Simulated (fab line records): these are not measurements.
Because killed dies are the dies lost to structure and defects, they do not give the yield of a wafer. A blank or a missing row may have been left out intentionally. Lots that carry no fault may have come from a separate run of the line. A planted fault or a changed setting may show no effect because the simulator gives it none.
Matching of chambers ; flow nandHarc ; 4 sister chambers for NHARC_A_STAIRCASE_TRIM_187 on rieDiel-03
The step chemistry O2, time 211.2 s. 16 wafers are shown with their chamber, then 8 later ones without.

WAFERS, EACH WITH ITS CHAMBER
wafer;chamber;showerheadPlenumPTorr (Torr);drypumpMotorCurrentA (A);oesProductAu (a.u.)
L075.3;1;3.47;6.3;1.001
L075.4;3;3.67;6.2;1.002
L075.6;2;3.73;6.0;1.004
L077.3;1;3.47;6.3;0.994
L077.5;1;3.47;6.3;0.999
L077.6;0;3.49;6.1;1.015
L080.1;1;3.46;6.3;1.003
L080.2;2;3.73;6.0;0.994
L080.3;3;3.67;6.2;0.992
L087.3;2;3.72;6.1;1.006
L087.5;2;3.72;6.1;1.012
L087.6;1;3.45;6.3;0.981
L090.3;2;3.71;6.0;1.013
L090.4;1;3.45;6.3;0.978
L090.6;0;3.47;6.1;1.007
L092.1;1;3.44;6.3;0.983

SIGNATURES, as means of the wafers listed above
reading;chamber 0;chamber 1;chamber 2;chamber 3;scatter within a chamber
showerheadPlenumPTorr;3.4800;3.4586;3.7220;3.6700;0.0107
drypumpMotorCurrentA;6.100;6.300;6.040;6.200;0.0316
oesProductAu;1.01100;0.99129;1.00580;0.99700;0.00896
Rule: a wafer lies at a distance from a chamber equal to the root of the sum of squares, over the readings, of (its reading less the chamber's mean, divided by the reading's scatter). The wafer belongs to the nearest chamber; if the next one is less than 2 further off, it can't be placed. The scatter is the square root of a quotient: the sum, over the shown wafers, of each reading's squared deviation from its chamber's mean, divided by wafers minus chambers.

WAFERS WITH NO CHAMBER GIVEN
wafer;showerheadPlenumPTorr (Torr);drypumpMotorCurrentA (A);oesProductAu (a.u.)
L092.3;3.71;6.1;0.996
L092.5;3.65;6.2;0.995
L095.1;3.70;6.0;1.011
L095.4;3.44;6.3;0.997
L095.6;3.46;6.1;1.007
L096.2;3.46;6.1;1.006
L096.5;3.46;6.1;1.017
L096.6;3.64;6.2;0.998

WHICH CHAMBER EACH ONE RAN IN
wafer;from the rows above;in truth
L092.3;2;2
L092.5;3;3
L095.1;2;2
L095.4;1;1
L095.6;0;0
L096.2;0;0
L096.5;0;0
L096.6;3;3
Placed correctly: 8 of 8. Can't be placed from these rows: 0. Wrongly placed: 0.
